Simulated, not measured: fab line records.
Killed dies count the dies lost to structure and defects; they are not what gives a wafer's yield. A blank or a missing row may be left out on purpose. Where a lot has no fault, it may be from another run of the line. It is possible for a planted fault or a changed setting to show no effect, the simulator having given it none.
Split-lot trial	flow n5 finfet	21 wafers read from 7 lots, route of 1938 steps

## ON THE SPLIT
At N5_BEOL_M1_ETCH_70 (etches SOC in N2/H2, target depth 80 nm, overetch 16 nm, time 120 s), the setting source w was moved away from the recipe's 840 W on 9 of the 21 wafers read, by -17.1% to +10.6%. The other wafers ran this setting at the recipe's value.

The reading is taken at the split's own step.

## THE READING
rf vpp V, in V, at N5_BEOL_M1_ETCH_70 (etches SOC in N2/H2, target depth 80 nm, overetch 16 nm, time 120 s). On this fab line, fault-free wafers typically give 523.8 V with a standard deviation of 2 V.

wafer	tool, chamber at the split	source w as run, W	against the recipe	rf vpp V, V	against lot-mates on the recipe
L075.2	rie diel-05, 3	912.6	+8.6%	509.7	-12.4
L075.5	rie diel-05, 3	840	recipe	522.9	-
L075.6	rie diel-05, 0	840	recipe	521.4	-
L076.2	rie diel-05, 0	840	recipe	521.3	-
L076.5	rie diel-05, 1	840	recipe	526.4	-
L076.6	rie diel-05, 2	840	recipe	524.7	-
L078.1	rie diel-05, 3	840	recipe	522.1	-
L078.3	rie diel-05, 1	696	-17.1%	557.9	+35.8
L078.6	rie diel-05, 3	696	-17.1%	556.5	+34.4
L081.1	rie diel-06, 0	702.6	-16.4%	553.2	+26.2
L081.4	rie diel-06, 2	702.6	-16.4%	559.1	+32.1
L081.6	rie diel-06, 2	840	recipe	527.0	-
L085.1	rie diel-06, 1	928.9	+10.6%	506.6	-20.5
L085.3	rie diel-06, 2	840	recipe	527.1	-
L085.6	rie diel-06, 0	928.9	+10.6%	504.0	-23.1
L096.1	rie diel-02, 0	898.2	+6.9%	514.0	-10.7
L096.3	rie diel-02, 2	840	recipe	524.7	-
L096.4	rie diel-02, 1	898.2	+6.9%	510.9	-13.8
L097.2	rie diel-02, 2	840	recipe	522.0	-
L097.3	rie diel-02, 1	840	recipe	522.2	-
L097.6	rie diel-02, 1	840	recipe	521.2	-

THE FIT
A straight line over all 21 wafers: rf vpp V changes by -1.89 V for each +1% of source w; r = -0.99; the points scatter about the line by 2.3 V.
The same after taking each lot's own level away (the mean of its wafers on the recipe; 21 wafers): -1.91 V for each +1%; r = -0.99; scatter 2.1 V.
Per that fit: largest source w move, reading shift of 33 V.
Across the lots, their own levels run from 521.80 to 527.10 V, a range of 2.6 times the standard deviation given above.
Consequently the slope shifts little with the lot-to-lot level, the two slopes agreeing.
Check: with one of the wafers moved furthest among these (-17.1%) left out of the fit, the line predicts +32 V for it against its lot-mates. Against them it came out at +35.8 V.
Tool readings at the split's step, against how far the setting was moved: rf vpp V r = -0.99.

## THE OTHER SPLITS THESE WAFERS WENT THROUGH
Other splits were also applied to these wafers ahead of the reading. Each is held against what the fit with the lots' levels taken away leaves over:
other split on the same wafers	wafers away from the commonest value	r with rf vpp V (lot level and that fit taken away)
N5_HKMG_FIN_EXPOSE_46 dose mj	9	-0.24
N5_HKMG_FIN_DEVELOP_48 develop time s	9	+0.19
N5_MOL_CONTACT_COAG_EXPOSE_37 dose mj	7	-0.03
N5_BEOL_M0_SAQP_ALD_48 ald cycles	9	+0.12

## THE FILE'S OWN FIT
rf vpp V changes by -1.89 V for each +1% of source w, r = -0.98.
